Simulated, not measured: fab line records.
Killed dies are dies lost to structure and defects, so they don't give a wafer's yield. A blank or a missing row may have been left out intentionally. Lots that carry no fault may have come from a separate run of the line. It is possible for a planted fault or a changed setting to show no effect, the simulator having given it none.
Split-lot experiment | flow n5-finfet | 7 lots, 21 wafers read, on a route of 1938 steps

THE SPLIT
At N5_BEOL_M15_DEP_53 (deposits SiCN from 3MS/NH3, target thk 50 nm, time 17.8 s), the setting time-s was moved away from the recipe's 17.8 s on 9 of the 21 wafers read, by -11.1% to +9.2%. This setting was run at the recipe's value on the other wafers.

The split's own step is where the reading is taken.

THE READING
SiCN_of_BEOL_M15_DEP_53.thk-nm (the simulator's own value, which no gauge read), in nm, at N5_BEOL_M15_DEP_53 (deposits SiCN from 3MS/NH3, target thk 50 nm, time 17.8 s). The file gives no usual value for it. Here, 12 wafers ran the recipe; their average is 49.9 nm with a standard deviation of 0.94 nm.

wafer  | tool, chamber at the split | time-s as run, s | against the recipe | SiCN_of_BEOL_M15_DEP_53.thk-nm, nm | against lot-mates on the recipe
L076.1 | pecvd-03, 2                | 19.44            | +9.2%              | 54.8                               | +3.6
L076.5 | pecvd-03, 1                | 19.44            | +9.2%              | 54.6                               | +3.4
L076.6 | pecvd-03, 2                | 17.8             | recipe             | 51.2                               | -
L078.1 | pecvd-03, 2                | 18.68            | +4.9%              | 52.6                               | +2.8
L078.2 | pecvd-03, 0                | 17.8             | recipe             | 48.4                               | -
L078.4 | pecvd-03, 2                | 17.8             | recipe             | 51.2                               | -
L080.1 | pecvd-02, 0                | 17.8             | recipe             | 50.2                               | -
L080.2 | pecvd-02, 1                | 15.82            | -11.1%             | 44                                 | -6.2
L080.5 | pecvd-02, 1                | 15.82            | -11.1%             | 44.8                               | -5.4
L084.2 | pecvd-02, 1                | 17.8             | recipe             | 48.8                               | -
L084.3 | pecvd-02, 0                | 17.8             | recipe             | 50.4                               | -
L084.6 | pecvd-02, 0                | 17.8             | recipe             | 50.4                               | -
L090.1 | pecvd-04, 0                | 16.38            | -8.0%              | 45.8                               | -4.6
L090.3 | pecvd-04, 1                | 16.38            | -8.0%              | 46.4                               | -4.0
L090.5 | pecvd-04, 0                | 17.8             | recipe             | 50.4                               | -
L093.1 | pecvd-02, 1                | 17.8             | recipe             | 50                                 | -
L093.3 | pecvd-02, 0                | 16.7             | -6.2%              | 46.4                               | -3.6
L093.4 | pecvd-02, 1                | 16.7             | -6.2%              | 47.2                               | -2.8
L095.1 | pecvd-03, 2                | 17.8             | recipe             | 50                                 | -
L095.6 | pecvd-03, 2                | 17.8             | recipe             | 50                                 | -
L095.3 | pecvd-03, 0                | 17.8             | recipe             | 48.2                               | -

FIT RESULTS
A straight line over all 21 wafers: SiCN_of_BEOL_M15_DEP_53.thk-nm changes by +0.504 nm for each +1% of time-s; r = +0.96; the points scatter about the line by 0.78 nm.
The same after taking each lot's own level away (the mean of its wafers on the recipe; 21 wafers): +0.481 nm for each +1%; r = +0.96; scatter 0.75 nm.
On that fit, the largest move of time-s shifts the reading by 5.4 nm.
Measured against the standard deviation above, the lots' own levels, which go from 49.40 to 51.20 nm, span 1.9 times it.
Consequently the slope shifts little with the lot-to-lot level, the two slopes agreeing.
Check: with one of the wafers moved furthest among these (-11.1%) left out of the fit, the line predicts -5.36 nm for it against its lot-mates. It came out at -6.2 nm against them.

ADDITIONAL SPLITS CARRIED BY THESE WAFERS
Other splits were also applied to these wafers ahead of the reading. Each is held against what the fit with the lots' levels taken away leaves over:
other split on the same wafers        | wafers away from the commonest value | r with SiCN_of_BEOL_M15_DEP_53.thk-nm (lot level and that fit taken away)
N5_BEOL_M14_DEVELOP_27 develop-time-s | 7                                    | +0.07
N5_BEOL_M15_SPUTTER_44 power-w        | 7                                    | +0.12

THE FILE'S OWN FIT
SiCN_of_BEOL_M15_DEP_53.thk-nm changes by +0.492 nm for each +1% of time-s, r = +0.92.
